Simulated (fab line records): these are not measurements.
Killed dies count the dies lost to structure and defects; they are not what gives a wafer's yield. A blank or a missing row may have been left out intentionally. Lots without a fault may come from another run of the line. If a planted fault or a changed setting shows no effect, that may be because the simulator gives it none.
fab line records	flow n5-finfet	part 1 of 2: steps 1 to 19 of 29
record: lots: 5	wafers: 15	last-day: 16
route steps=1938 shown BEOL_M3@961
lots with no fault: from the same line, run without faults
start-h: hours from the record's opening day to when the first of the lot's shown wafers began	wait-h: hours since the lot's step before	" as in the row above	L1.1+2: several wafers, shown together as one row	- no value present, or no start provided	* or withheld: withheld	< > ~ a bound
route shown NAME@n: NAME is a module with steps in the file, n the number in the route of the first one	usual: mean and standard deviation over wafers with no fault	same: alike in all rows	chamber/n: place in a boat	sites: the reading at each site	_std_site: the values' standard deviation	_edge_site: outer sites' mean less inner sites'	radius-mm: for every site, how far away it sits from the centre of the wafer	mask NAME#n: copy n	behind: the tool/chamber that last shaped the wafer	hold: why the lot was held/for how many hours/how that ended	device: transistor that didn't switch, given as n, p or np	end of line: tests run on the same wafers once the route is complete	where a step has no rows: the recipe by itself	killed: count of dies lost to structure and defects at first sort (not the wafer's yield)	map: shows each die of a wafer: x if killed, . if not, _ if none is there
set.NAME: the setting as run; set.NAME@STEP: as run at that earlier step	model.NAME: the simulator's own value behind a step, which no gauge read
a table for each step, a row for each wafer; lots at some steps of the route
services: the hour from which a tool's chamber was out of use, counted from the record's first day as start-h (under 0 if before that day), plus the number of hours and why
== steps ==
step: N5_BEOL_M3_EBR_24
recipe: solvent: PGMEA	ebr-width-mm: 1.5
lot.wafer	tool	chamber	start-h	wait-h
L080.3+4+6	litho-track-02	0	-	-
L081.3+4+6	litho-track-03	0	-	-
L085.1+3+4	litho-track-03	0	-	-
L087.1+2+4	litho-track-05	0	-	-
L086.2+5+6	litho-track-05	0	-	-
step: N5_BEOL_M3_SOFTBAKE_23
recipe: temp-c: 110	time-s: 60	resist: CAR-EUV
lot.wafer	tool	chamber	start-h	wait-h
L080.3+4+6	litho-track-02	0	-	-
L081.3+4+6	litho-track-03	0	-	-
L085.1+3+4	litho-track-03	0	-	-
L087.1+2+4	litho-track-05	0	-	-
L086.2+5+6	litho-track-05	0	-	-
step: N5_BEOL_M3_EXPOSE_25
recipe: mask-id: V2	na: 0.33	source-shape: quasar	sigma-inner: 0.2	sigma-outer: 0.8	polarization: unpolarized	defocus-nm: 5	dose-mj: 63
lot.wafer	tool	chamber	start-h	wait-h	mask
L080.3+4+6	euv-scanner-02	0	205.69	-	V2#0
L081.3+4+6	euv-scanner-01	0	210.46	-	V2#0
L085.1+3+4	euv-scanner-01	0	222.81	-	V2#0
L087.1+2+4	euv-scanner-02	0	225.99	-	V2#0
L086.2+5+6	euv-scanner-02	0	228.28	-	V2#0
step: N5_BEOL_M3_PEB_26
recipe: peb-temp-c: 100	peb-time-s: 60	resist: CAR-EUV
lot.wafer	tool	chamber	start-h	wait-h
L080.3+4+6	litho-track-02	0	205.76	0.1
L081.3+4+6	litho-track-03	0	210.52	0.1
L085.1+3+4	litho-track-02	0	222.89	0.1
L087.1+2+4	litho-track-02	0	226.07	0.1
L086.2+5+6	litho-track-03	0	228.35	0.1
step: N5_BEOL_M3_DEVELOP_27
recipe: develop-time-s: 30	developer: TMAH	resist: CAR-EUV	rinse-liquid: surfactant-rinse	dry: air-spin	dev-temp-c: 23
lot.wafer	tool	chamber	start-h	wait-h
L080.3+4+6	litho-track-02	0	-	-
L081.3+4+6	litho-track-03	0	-	-
L085.1+3+4	litho-track-02	0	-	-
L087.1+2+4	litho-track-02	0	-	-
L086.2+5+6	litho-track-03	0	-	-
step: N5_BEOL_M3_CD_MEAS_28
recipe: target-cd-nm: 25.7	landing-energy-ev: 500	detector: se-inlens	target-cd-y-nm: 23.3	polarity: opening
usual: cd-nm: 25.74/0.22
lot.wafer	tool	chamber	start-h	wait-h	cd-nm
L080.3	cd-sem-02	0	205.82	-	25.48
L080.4	"	0	"	"	25.72
L080.6	"	0	"	"	25.60
L081.3	cd-sem-02	0	210.59	-	25.69
L081.4	"	0	"	"	25.60
L081.6	"	0	"	"	25.73
L085.1	cd-sem-01	0	222.96	-	26.01
L085.3	"	0	"	"	25.60
L085.4	"	0	"	"	25.76
L087.1	cd-sem-01	0	226.14	-	26.00
L087.2	"	0	"	"	25.95
L087.4	"	0	"	"	26.15
L086.2	cd-sem-02	0	228.42	-	26.58
L086.5	"	0	"	"	26.43
L086.6	"	0	"	"	25.92
step: N5_BEOL_M3_OVL_MEAS_29
recipe: points-per-wafer: 522
usual: V2_OVL: -0.1/0.61
lot.wafer	tool	chamber	start-h	wait-h	V2_OVL[nm]
L080.3	overlay-01	0	205.86	0.0	-0.2
L080.4	"	0	"	"	-0.7
L080.6	"	0	"	"	0.3
L081.3	overlay-02	0	210.63	0.0	-0.2
L081.4	"	0	"	"	-0.6
L081.6	"	0	"	"	-0.7
L085.1	overlay-02	0	222.99	0.0	-0.5
L085.3	"	0	"	"	-0.1
L085.4	"	0	"	"	-1.5
L087.1	overlay-02	0	226.17	0.0	-0.7
L087.2	"	0	"	"	-0.6
L087.4	"	0	"	"	0.3
L086.2	overlay-02	0	228.45	0.0	0.2
L086.5	"	0	"	"	0.0
L086.6	"	0	"	"	0.7
step: N5_BEOL_M3_INSPECT_30
recipe: mode: adi	inspect-instrument: brightfield
usual: raw-defect-count: 441/120
lot.wafer	tool	chamber	start-h	wait-h	raw-defect-count
L080.3	defect-inspect-02	-	205.91	0.0	540
L080.4	"	-	"	"	497
L080.6	"	-	"	"	568
L081.3	defect-inspect-02	-	210.67	0.0	381
L081.4	"	-	"	"	428
L081.6	"	-	"	"	589
L085.1	defect-inspect-02	-	223.05	0.1	412
L085.3	"	-	"	"	378
L085.4	"	-	"	"	359
L087.1	defect-inspect-02	-	226.23	0.1	601
L087.2	"	-	"	"	588
L087.4	"	-	"	"	666
L086.2	defect-inspect-01	-	228.50	0.0	424
L086.5	"	-	"	"	315
L086.6	"	-	"	"	335
step: N5_BEOL_M3_DESCUM_33
recipe: chemistry: O2	time-s: 7	source-power-w: 50	bias-power-w: 20	pressure-mtorr: 20	rf-frequency-hz: 2.712e+07	temp-c: 40	resist: CAR-EUV	o2-flow-sccm: 225
usual: drypump-motor-current-A: 5.7/0.54	oes-product-au: 0.75/0.08	rf-vpp-V: 243.0/1.2	showerhead-plenum-p-Torr: 2.09/0.065	throttle-valve-pct: 20.53/0.28
lot.wafer	tool	chamber	start-h	wait-h	drypump-motor-current-A	oes-product-au	rf-hours-counter-h	rf-vpp-V	showerhead-plenum-p-Torr	throttle-valve-pct
L080.3	rie-diel-02	2	205.94	0.0	5.6	0.74	144	244.2	2.11	20.27
L080.4	"	1	"	"	5.9	0.94	-	246.2	2.22	20.00
L080.6	"	2	"	"	5.6	0.75	-	243.1	2.11	20.27
L081.3	rie-diel-02	3	210.86	0.2	4.8	0.72	196	242.1	2.08	20.71
L081.4	"	0	"	"	6.0	0.70	-	242.6	2.07	20.84
L081.6	"	3	"	"	4.8	0.72	-	243.4	2.08	20.67
L085.1	rie-diel-05	3	223.08	0.0	5.6	0.71	212	242.9	2.07	20.97
L085.3	"	0	"	"	5.4	0.69	226	241.2	2.06	20.59
L085.4	"	0	"	"	5.4	0.68	-	243.8	2.06	20.58
L087.1	rie-diel-04	2	226.29	0.1	5.5	0.75	184	243.5	2.17	20.54
L087.2	"	0	"	"	6.1	0.71	195	242.0	2.08	20.60
L087.4	"	0	"	"	6.1	0.71	-	243.1	2.08	20.60
L086.2	rie-diel-02	0	228.54	0.0	6.0	0.70	228	243.0	2.06	20.84
L086.5	"	3	"	"	4.7	0.72	-	243.8	2.08	20.69
L086.6	"	2	"	"	5.6	0.74	-	242.2	2.10	20.27
step: N5_BEOL_M3_ETCH_77
recipe: chemistry: N2/H2	target: underlayer	target-depth-a: 65	mask-material: CAR-EUV	time-s: 5.2	ion-energy-ev: 200	pressure-mtorr: 30	source-w: 840	bias-w: 150	n2-flow-sccm: 200	h2-flow-sccm: 200	ends: cleared
usual: drypump-motor-current-A: 5.8/0.54	etch-rf-on-time-s: 5.21/0.084	oes-product-au: 0.64/0.068	rf-vpp-V: 523.8/2.5	showerhead-plenum-p-Torr: 2.54/0.082	throttle-valve-pct: 17.96/0.27
lot.wafer	tool	chamber	start-h	wait-h	drypump-motor-current-A	etch-rf-on-time-s	oes-product-au	rf-hours-counter-h	rf-vpp-V	showerhead-plenum-p-Torr	throttle-valve-pct
L080.3	rie-diel-02	2	205.98	0.0	5.6	5.17	0.63	144	523.1	2.55	17.65
L080.4	"	1	"	"	5.9	5.19	0.81	-	529.1	2.72	17.49
L080.6	"	2	"	"	5.6	5.24	0.63	-	523.5	2.55	17.66
L081.3	rie-diel-02	3	210.90	0.0	4.8	5.22	0.61	196	523.2	2.53	18.12
L081.4	"	0	"	"	6.0	5.36	0.59	-	526.3	2.51	18.35
L081.6	"	3	"	"	4.8	5.17	0.62	-	523.1	2.53	18.11
L085.1	rie-diel-05	3	223.11	0.0	5.6	5.40	0.60	212	521.7	2.51	18.31
L085.3	"	0	"	"	5.4	5.31	0.59	226	522.3	2.51	18.03
L085.4	"	0	"	"	5.4	5.26	0.58	-	520.1	2.51	18.00
L087.1	rie-diel-04	2	226.32	0.0	5.5	5.17	0.64	184	527.9	2.64	17.89
L087.2	"	0	"	"	6.1	5.19	0.61	195	522.6	2.52	17.91
L087.4	"	0	"	"	6.1	5.19	0.61	-	522.6	2.52	17.90
L086.2	rie-diel-02	0	228.57	0.0	6.0	5.30	0.59	228	521.3	2.51	18.37
L086.5	"	3	"	"	4.8	5.20	0.62	-	523.4	2.52	18.12
L086.6	"	2	"	"	5.6	5.18	0.64	-	522.3	2.55	17.67
step: N5_BEOL_M3_ETCH_69
recipe: chemistry: CF4	target: SiARC	target-depth-a: 156	mask-material: CAR-EUV	time-s: 26	ion-energy-ev: 80	pressure-mtorr: 40	source-w: 545	bias-w: 36	Ar_flow_sccm: 100	cf4-flow-sccm: 100	ends: cleared
usual: drypump-motor-current-A: 5.7/0.54	etch-rf-on-time-s: 26.0/0.45	oes-product-au: 0.64/0.068	rf-vpp-V: 184.1/1.1	showerhead-plenum-p-Torr: 2.14/0.065	throttle-valve-pct: 15.74/0.28
lot.wafer	tool	chamber	start-h	wait-h	drypump-motor-current-A	etch-rf-on-time-s	oes-product-au	rf-hours-counter-h	rf-vpp-V	showerhead-plenum-p-Torr	throttle-valve-pct
L080.3	rie-diel-02	2	206.00	0.0	5.6	25.8	0.64	144	184.5	2.14	15.42
L080.4	"	1	"	"	5.9	25.5	0.80	-	185.5	2.28	15.22
L080.6	"	2	"	"	5.6	25.9	0.63	-	184.4	2.14	15.41
L081.3	rie-diel-02	3	210.91	0.0	4.8	25.7	0.63	196	184.2	2.13	15.87
L081.4	"	0	"	"	6.0	26.1	0.60	-	183.7	2.12	16.02
L081.6	"	3	"	"	4.8	25.8	0.63	-	183.6	2.13	15.88
L085.1	rie-diel-05	3	223.13	0.0	5.6	27.0	0.60	212	184.1	2.12	16.13
L085.3	"	0	"	"	5.4	26.5	0.58	226	184.3	2.11	15.83
L085.4	"	0	"	"	5.4	26.4	0.58	-	184.0	2.11	15.83
L087.1	rie-diel-04	2	226.34	0.0	5.5	26.1	0.63	184	183.1	2.22	15.73
L087.2	"	0	"	"	6.1	26.2	0.61	195	183.8	2.13	15.83
L087.4	"	0	"	"	6.1	26.1	0.61	-	182.8	2.13	15.81
L086.2	rie-diel-02	0	228.59	0.0	6.0	26.1	0.60	228	183.5	2.11	16.05
L086.5	"	3	"	"	4.7	25.6	0.63	-	184.4	2.13	15.87
L086.6	"	2	"	"	5.6	25.8	0.64	-	184.1	2.14	15.42
step: N5_BEOL_M3_ALD_98
recipe: material: SiO2	target-thk-a: 25	temp-c: 100	ald-precursor-family: BDEAS	ald-co-reactant: O2-plasma	pulse-time-s: 1	co-reactant-pulse-time-s: 1	purge-time-s: 2	co-reactant-purge-time-s: 2	ald-cycles: 17	pressure-torr: 2
usual: heater-power-w: 78/7.5	precursor-pulse-height-rel: 1.001/0.021
lot.wafer	tool	chamber	start-h	wait-h	heater-power-w	precursor-pulse-height-rel
L080.3	ald-sin-02	1	206.08	0.1	74	0.984
L080.4	"	3	"	"	62	1.033
L080.6	"	1	"	"	72	0.987
L081.3	ald-sin-01	3	211.00	0.1	76	1.008
L081.4	"	1	"	"	82	1.024
L081.6	"	2	"	"	73	1.005
L085.1	ald-sin-03	0	223.21	0.1	80	0.991
L085.3	"	1	"	"	79	0.969
L085.4	"	3	"	"	67	1.023
L087.1	ald-sin-03	2	226.42	0.1	69	0.988
L087.2	"	0	"	"	80	1.047
L087.4	"	1	"	"	78	0.995
L086.2	ald-sin-01	3	228.67	0.1	77	1.037
L086.5	"	0	"	"	76	1.013
L086.6	"	3	"	"	77	0.997
step: N5_BEOL_M3_ETCHBACK_99
recipe: chemistry: CHF3	target: SiO2	target-depth-a: 50	time-s: 10.4	source-w: 215	bias-w: 47	Ar_flow_sccm: 200	CHF3_flow_sccm: 12	ion-energy-ev: 100	pressure-mtorr: 30
usual: drypump-motor-current-A: 5.7/0.52	oes_f_703_au: 0.77/0.094	oes-product-au: 0.77/0.095	rf-vpp-V: 241.3/2.9	showerhead-plenum-p-Torr: 2.17/0.077	throttle-valve-pct: 17.17/0.26
lot.wafer	tool	chamber	start-h	wait-h	drypump-motor-current-A	oes_f_703_au	oes-product-au	rf-hours-counter-h	rf-vpp-V	showerhead-plenum-p-Torr	throttle-valve-pct
L081.3	rie-diel-02	1	217.83	6.8	5.9	0.93	0.92	19	245.4	2.30	16.73
L081.4	"	0	"	"	6.0	0.70	0.70	225	239.3	2.12	17.50
L081.6	"	3	"	"	4.8	0.73	0.73	-	237.0	2.14	17.36
L080.3	rie-diel-04	0	221.42	15.3	6.1	0.71	0.71	193	241.1	2.14	17.28
L080.4	"	1	"	"	6.6	0.76	0.75	-	236.6	2.06	17.21
L080.6	"	2	"	"	5.5	0.75	0.74	-	242.9	2.23	17.14
L085.1	rie-diel-04	2	232.88	9.6	5.5	0.75	0.73	186	242.5	2.22	17.14
L085.3	"	3	"	"	5.6	1.02	1.01	1	244.7	2.30	17.06
L085.4	"	1	"	"	6.5	0.75	0.75	177	237.0	2.06	17.23
L087.1	rie-diel-02	0	233.96	7.5	6.0	0.70	0.70	229	239.7	2.12	17.50
L087.2	"	3	"	"	4.7	0.73	0.73	203	238.1	2.14	17.38
L087.4	"	2	"	"	5.6	0.74	0.75	151	243.7	2.15	16.88
L086.2	rie-diel-02	1	238.45	9.7	5.9	0.91	0.91	26	241.7	2.29	16.72
L086.5	"	0	"	"	6.0	0.69	0.69	-	237.7	2.12	17.49
L086.6	"	3	"	"	4.7	0.72	0.72	-	238.8	2.14	17.36
step: N5_BEOL_M3_ETCH_70
recipe: chemistry: N2/H2	target: SOC	target-depth-a: 800	overetch-a: 160	mask-material: SiARC	temp-c: 40	time-s: 120	ion-energy-ev: 200	pressure-mtorr: 30	source-w: 840	bias-w: 150	n2-flow-sccm: 200	h2-flow-sccm: 200
usual: drypump-motor-current-A: 5.7/0.52	oes-product-au: 0.59/0.069	rf-vpp-V: 524.5/2.5	showerhead-plenum-p-Torr: 2.56/0.092	throttle-valve-pct: 17.90/0.27
lot.wafer	tool	chamber	start-h	wait-h	drypump-motor-current-A	oes-product-au	rf-hours-counter-h	rf-vpp-V	showerhead-plenum-p-Torr	throttle-valve-pct
L081.3	rie-diel-02	1	217.87	0.0	5.9	0.71	19	527.6	2.72	17.47
L081.4	"	0	"	"	6.0	0.54	225	523.7	2.51	18.32
L081.6	"	3	"	"	4.7	0.56	-	521.6	2.53	18.06
L080.3	rie-diel-04	0	221.45	0.0	6.1	0.55	193	522.8	2.52	17.85
L080.4	"	1	"	"	6.6	0.58	-	521.1	2.43	18.06
L080.6	"	2	"	"	5.5	0.57	-	527.0	2.64	17.85
L085.1	rie-diel-04	2	232.91	0.0	5.5	0.57	186	525.8	2.63	17.84
L085.3	"	3	"	"	5.7	0.76	1	527.7	2.71	17.72
L085.4	"	1	"	"	6.6	0.58	177	520.7	2.43	18.04
L087.1	rie-diel-02	0	233.99	0.0	6.1	0.53	229	523.8	2.51	18.31
L087.2	"	3	"	"	4.8	0.55	203	522.6	2.52	18.10
L087.4	"	2	"	"	5.6	0.57	151	524.2	2.55	17.64
L086.2	rie-diel-02	1	238.48	0.0	5.9	0.69	26	528.8	2.71	17.47
L086.5	"	0	"	"	6.0	0.54	-	524.0	2.51	18.33
L086.6	"	3	"	"	4.7	0.55	-	521.9	2.52	18.08
step: N5_BEOL_M3_STRIP_71
recipe: chemistry: N2/H2	temp-c: 40	n2-flow-sccm: 200	h2-flow-sccm: 200	rf-frequency-hz: 6e+07
lot.wafer	tool	chamber	start-h	wait-h
L081.3+4+6	rie-diel-02	1,0,3	217.95	0.0
L080.3+4+6	rie-diel-04	0,1,2	221.53	0.0
L085.1+3+4	rie-diel-04	2,3,1	232.99	0.0
L087.1+2+4	rie-diel-02	0,3,2	234.07	0.0
L086.2+5+6	rie-diel-02	1,0,3	238.56	0.0
step: N5_BEOL_M3_STRIP_78
recipe: chemistry: N2/H2	temp-c: 40	n2-flow-sccm: 200	h2-flow-sccm: 200	rf-frequency-hz: 6e+07
lot.wafer	tool	chamber	start-h	wait-h
L081.3+4+6	rie-diel-02	1,0,3	217.96	0.0
L080.3+4+6	rie-diel-04	0,1,2	221.54	0.0
L085.1+3+4	rie-diel-04	2,3,1	233.00	0.0
L087.1+2+4	rie-diel-02	0,3,2	234.08	0.0
L086.2+5+6	rie-diel-02	1,0,3	238.57	0.0
step: N5_BEOL_M3_VIA_ETCH_34
recipe: chemistry: C4F6/O2	target-depth-a: 694	mask-material: SOC	pressure-mtorr: 15	ion-energy-ev: 250	taper-deg: 4	time-s: 65.9	source-w: 350	bias-w: 170	Ar_flow_sccm: 300	C4F6_flow_sccm: 10	O2_flow_sccm: 10
usual: O2_flow_sccm: 9.995/0.029	drypump-motor-current-A: 5.7/0.52	oes_f_703_au: 0.77/0.094	oes-product-au: 0.77/0.094	rf-vpp-V: 667/7.6	showerhead-plenum-p-Torr: 2.87/0.098	throttle-valve-pct: 30.84/0.25
lot.wafer	tool	chamber	start-h	wait-h	O2_flow_sccm	drypump-motor-current-A	oes_f_703_au	oes-product-au	rf-hours-counter-h	rf-vpp-V	showerhead-plenum-p-Torr	throttle-valve-pct
L081.3	rie-diel-02	1	217.97	0.0	10.032	5.9	0.91	0.93	19	674	3.02	30.53
L081.4	"	0	"	"	10.039	6.0	0.70	0.70	225	665	2.81	31.17
L081.6	"	3	"	"	9.983	4.8	0.73	0.73	-	661	2.83	31.03
L080.3	rie-diel-04	0	221.55	0.0	10.027	6.1	0.71	0.71	193	667	2.83	30.92
L080.4	"	1	"	"	10.021	6.6	0.76	0.76	-	652	2.72	30.97
L080.6	"	2	"	"	9.992	5.5	0.75	0.75	-	672	2.94	30.73
L085.1	rie-diel-04	2	233.01	0.0	9.994	5.5	0.76	0.74	186	673	2.93	30.72
L085.3	"	3	"	"	10.037	5.7	1.01	1.00	1	675	3.03	30.90
L085.4	"	1	"	"	9.958	6.6	0.76	0.75	177	653	2.72	30.97
L087.1	rie-diel-02	0	234.09	0.0	10.004	6.0	0.69	0.69	229	663	2.80	31.17
L087.2	"	3	"	"	9.982	4.8	0.73	0.72	203	660	2.83	31.04
L087.4	"	2	"	"	10.012	5.6	0.75	0.75	151	676	2.84	30.44
L086.2	rie-diel-02	1	238.58	0.0	9.979	5.9	0.91	0.91	26	671	3.02	30.49
L086.5	"	0	"	"	9.994	6.0	0.70	0.70	-	665	2.80	31.15
L086.6	"	3	"	"	10.018	4.8	0.73	0.72	-	661	2.83	31.04
step: N5_BEOL_M3_STRIP_83
recipe: chemistry: C4F6/O2	resist: SiARC	rf-frequency-hz: 6e+07
lot.wafer	tool	chamber	start-h	wait-h
L081.3+4+6	rie-diel-02	1,0,3	218.02	0.0
L080.3+4+6	rie-diel-04	0,1,2	221.60	0.0
L085.1+3+4	rie-diel-04	2,3,1	233.06	0.0
L087.1+2+4	rie-diel-02	0,3,2	234.14	0.0
L086.2+5+6	rie-diel-02	1,0,3	238.63	0.0
step: N5_BEOL_M3_STRIP_36
recipe: chemistry: N2/H2	power-w: 450	temp-c: 40	pressure-mtorr: 20	rf-frequency-hz: 6e+07	overash-fraction: 0.3	bias-power-w: 7	h2-frac: 0.5	n2-flow-sccm: 200	h2-flow-sccm: 200
usual: drypump-motor-current-A: 5.8/0.51	oes-product-au: 0.77/0.094	power-w: 450.0/1.4	rf-vpp-V: 59.3/1.5	showerhead-plenum-p-Torr: 2.56/0.092	throttle-valve-pct: 23.71/0.29
lot.wafer	tool	chamber	start-h	wait-h	drypump-motor-current-A	oes-product-au	power-w	rf-hours-counter-h	rf-vpp-V	showerhead-plenum-p-Torr	throttle-valve-pct
L081.3	rie-diel-02	1	218.03	0.0	5.9	0.92	449.6	19	57.8	2.71	23.33
L081.4	"	0	"	"	6.0	0.70	450.7	225	56.8	2.51	24.20
L081.6	"	3	"	"	4.8	0.73	452.1	-	56.8	2.52	23.90
L080.3	rie-diel-04	0	221.61	0.0	6.1	0.72	449.2	193	61.2	2.51	23.51
L080.4	"	1	"	"	6.6	0.77	448.3	-	60.7	2.43	24.02
L080.6	"	2	"	"	5.5	0.74	449.8	-	61.9	2.63	23.60
L085.1	rie-diel-04	2	233.07	0.0	5.5	0.74	450.8	186	59.5	2.63	23.58
L085.3	"	3	"	"	5.6	0.99	449.1	1	59.4	2.71	23.53
L085.4	"	1	"	"	6.6	0.75	449.4	177	62.0	2.43	23.99
L087.1	rie-diel-02	0	234.15	0.0	6.0	0.71	451.1	230	60.7	2.51	24.21
L087.2	"	3	"	"	4.8	0.72	448.8	203	60.8	2.52	23.88
L087.4	"	2	"	"	5.6	0.74	453.0	152	60.8	2.55	23.38
L086.2	rie-diel-02	1	238.64	0.0	5.9	0.91	453.0	26	58.0	2.71	23.35
L086.5	"	0	"	"	6.0	0.70	448.1	-	58.9	2.50	24.23
L086.6	"	3	"	"	4.8	0.71	450.2	-	60.6	2.52	23.92
